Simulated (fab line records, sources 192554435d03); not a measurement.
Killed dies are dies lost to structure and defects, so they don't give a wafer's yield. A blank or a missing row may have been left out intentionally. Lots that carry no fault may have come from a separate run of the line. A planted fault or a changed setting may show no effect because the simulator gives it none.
Matching of chambers | flow n5Finfet | N5_BEOL_M14_TRENCH_ETCH_34 on rieDiel-05 has 4 sister chambers
The step etches SiO2 in C4F8/O2/Ar, target depth 556.65 nm, time 126.9 s. 4 wafers are shown with their chamber, then 8 later ones without.

## EACH WAFER AND ITS CHAMBER
wafer  | chamber | rfVppV (V)
L080.4 | 0       | 2191
L082.4 | 2       | 2235
L082.6 | 1       | 2304
L084.1 | 3       | 2268

## WAFERS WITH NO CHAMBER GIVEN
wafer  | rfVppV (V)
L084.4 | 2190
L084.6 | 2269
L087.2 | 2305
L087.3 | 2234
L087.4 | 2269
L096.1 | 2190
L096.4 | 2267
L096.6 | 2306

## EACH ONE'S CHAMBER
wafer  | from the rows above | in truth
L084.4 | 0                   | 0
L084.6 | 3                   | 3
L087.2 | 1                   | 1
L087.3 | 2                   | 2
L087.4 | 3                   | 3
L096.1 | 0                   | 0
L096.4 | 3                   | 3
L096.6 | 1                   | 1
Placed correctly: 8 of 8. Left unplaced by these rows: 0. Number placed wrongly: 0.
How it was worked out, from the rows above alone: a wafer's distance from a chamber is the root of the sum, over the readings, of the square of ((its reading less the chamber's mean) divided by the reading's scatter). The wafer belongs to the nearest chamber; if the next one is less than 2 further off, it can't be placed. For every chamber, the mean is computed from those of its wafers that are shown. The scatter: root of mean squared gap, hidden wafer to nearest shown wafer, with one shown wafer a chamber.
